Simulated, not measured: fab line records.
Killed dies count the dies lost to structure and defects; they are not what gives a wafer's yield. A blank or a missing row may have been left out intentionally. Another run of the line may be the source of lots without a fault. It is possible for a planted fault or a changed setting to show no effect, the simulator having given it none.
A lot that was struck, set against a sound lot + flow n5-finfet + 15 out of 1938 route steps
Sound: wafers L960.3, L960.5, L960.6. Wafers L952.1, L952.2, L952.3 were the ones struck. The cause is given at the end.
Each step with rows lists, per side, the tool, then ch with its chambers, then its first start. Under that, the readings that differ: sound wafers + struck wafers + difference of the means + sigmas: that difference in standard deviations of wafers without a fault.
alike: readings with means less than 2 such deviations apart, plus words and numbers identical on both sides. not compared: withheld readings, readings lacking a value on some wafer, bounds such as >300 that could conceal the same value, and numbers that have no deviation in the record and whose values overlap.
Wherever a step has rows on one side only, a row that says differs or no value, or a row with sigmas, the two part there. Numbers that have no deviation but don't overlap get no sigmas and don't part them. A reading that every wafer of one side lacks parts them only if that side has two wafers or more.

N5_MIM_BOT_ETCH_ETCH_03: etches the open film in Cl2/BCl3, target depth 12 nm.
  sound on rie-metal-01 ch 0,1, day 16 05:15; struck on rie-metal-01 ch 0,1, day 15 00:10
  alike: bcl3-flow-sccm, drypump-motor-current-A, oes-product-au, throttle-valve-pct
  not compared: rf-hours-counter-h
N5_MIM_BOT_ETCH_ETCH_00: etches TiN in Cl2/BCl3, target depth 45.5 nm.
  sound on rie-metal-01 ch 0,1, day 16 05:21; struck on rie-metal-01 ch 0,1, day 15 00:16
  alike: bcl3-flow-sccm, drypump-motor-current-A, oes-product-au, throttle-valve-pct
  not compared: rf-hours-counter-h
N5_MIM_BOT_ETCH_STRIP_01: strips in O2.
  sound on rie-diel-06 ch 1,2, day 16 05:27; struck on rie-diel-06 ch 0,2,3, day 15 00:41
  alike: drypump-motor-current-A, oes-product-au, rf-vpp-V, showerhead-plenum-p-Torr, throttle-valve-pct
  not compared: rf-hours-counter-h
then, 3 steps without rows for these wafers: N5_MIM_BOT_ETCH_STRIP_02 (strips in post etch residue remover, time 1200 s); N5_MIM_BOT_ETCH_CLEAN_05 (cleans in IPA, time 180 s); N5_MIM_BOT_ETCH_SRD_06 (time 30 s).
N5_PASSIVATION_PECVD_55: deposits SiO2 from SiH4/N2O, target thk 400 nm, time 22.5 s.
  sound on pecvd-04 ch 0,1, day 16 05:57; struck on pecvd-03 ch 1, day 15 01:11
  alike: heater-power-w, showerhead-plenum-p-Torr, throttle-valve-pct
  not compared: since-wet-clean-h
N5_PASSIVATION_PECVD_01: deposits SiNx from SiH4/NH3/N2, target thk 200 nm, time 43.2 s.
  sound on pecvd-04 ch 0,1, day 16 05:59; struck on pecvd-03 ch 1, day 15 01:17
  alike: heater-power-w, showerhead-plenum-p-Torr, throttle-valve-pct
  not compared: since-wet-clean-h
then, 4 steps without rows for these wafers: N5_PASSIVATION_HMDS_03 (time 60 s); N5_PASSIVATION_COAT_04; N5_PASSIVATION_EBR_06; N5_PASSIVATION_SOFTBAKE_05 (time 90 s).
N5_PASSIVATION_EXPOSE_07: exposes mask TV, defocus 0 nm, target cd 3000 nm.
  sound on krf-scanner-02 ch 0, day 16 07:21; struck on krf-scanner-01 ch 0, day 15 04:52
| reading              | sound                | struck               | difference | sigmas |
|----------------------|----------------------|----------------------|------------|--------|
| exposure-dose-mJ-cm2 | 22.748 22.730 22.711 | 23.227 23.209 23.248 | +0.498     | +20    |
  alike: mask
then, 1 step without rows for these wafers: N5_PASSIVATION_PEB_08.
N5_PASSIVATION_PROBE_49:
  the record has rows for the struck wafers here (prober-02, day 15 12:40) and none for the sound ones

WHERE THEY PART
First at N5_PASSIVATION_EXPOSE_07; last, within this record, at N5_PASSIVATION_PROBE_49.

WHY: whatever the simulator had introduced
Process parameter drift: krf-scanner-01, from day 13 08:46 on, at N5_PASSIVATION_EXPOSE_07. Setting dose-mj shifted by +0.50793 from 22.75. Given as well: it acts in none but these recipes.
